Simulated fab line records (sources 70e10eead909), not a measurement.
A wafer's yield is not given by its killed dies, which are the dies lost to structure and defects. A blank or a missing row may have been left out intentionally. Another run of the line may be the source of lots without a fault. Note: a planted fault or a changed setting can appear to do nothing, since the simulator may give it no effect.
Which tool did it? + flow nand_harc + at 1 step of a route of 1302, 12 lots with 36 wafers sampled

== WHAT EACH GAUGE READ, for each wafer ==
NHARC_A_BLC_INSPECT_28.
| lot  | measured     | on                | raw_defect_count |
|------|--------------|-------------------|------------------|
| L075 | day 23 11:27 | defect_inspect-02 | 564 505 930      |
| L076 | day 23 18:37 | defect_inspect-01 | 537 553 444      |
| L079 | day 25 02:25 | defect_inspect-01 | 472 381 315      |
| L080 | day 25 13:27 | defect_inspect-01 | 493 545 541      |
| L082 | day 25 23:44 | defect_inspect-02 | 369 446 324      |
| L085 | day 26 18:32 | defect_inspect-01 | 531 440 445      |
| L087 | day 28 04:35 | defect_inspect-02 | 482 432 508      |
| L088 | day 29 00:31 | defect_inspect-02 | 406 471 473      |
| L091 | day 29 11:07 | defect_inspect-02 | 415 498 403      |
| L093 | day 31 07:53 | defect_inspect-02 | 557 431 934      |
| L095 | day 31 16:18 | defect_inspect-01 | 492 440 366      |
| L097 | day 32 15:01 | defect_inspect-01 | 391 494 551      |

== WHAT TOOL EACH LOT RAN ON (gives the tool, then ch and the chambers of the sampled wafers, and finally the start) ==
No process step before these readings appears in the record.

== THE ANSWER, worked out from the rows above alone ==
Rule: the usual values come from the lots themselves. Put in order of their means at a reading, lots are off if they are a third of the lots or fewer, leave a main group of 4 or more, and stand apart from it by a gap of 3 or more times the standard deviation of the main group's means; of several such gaps the widest counts. If all means in a main group match to the digits the tables above print for the reading, that group is not used. Also off: a lot with no number at a reading for which 4 or more lots have one. All remaining lots with rows at the step are treated as sound.
No lot is off at any reading shown: from this, nothing can be told.

== WHAT WAS PUT IN BY THE SIMULATOR ==
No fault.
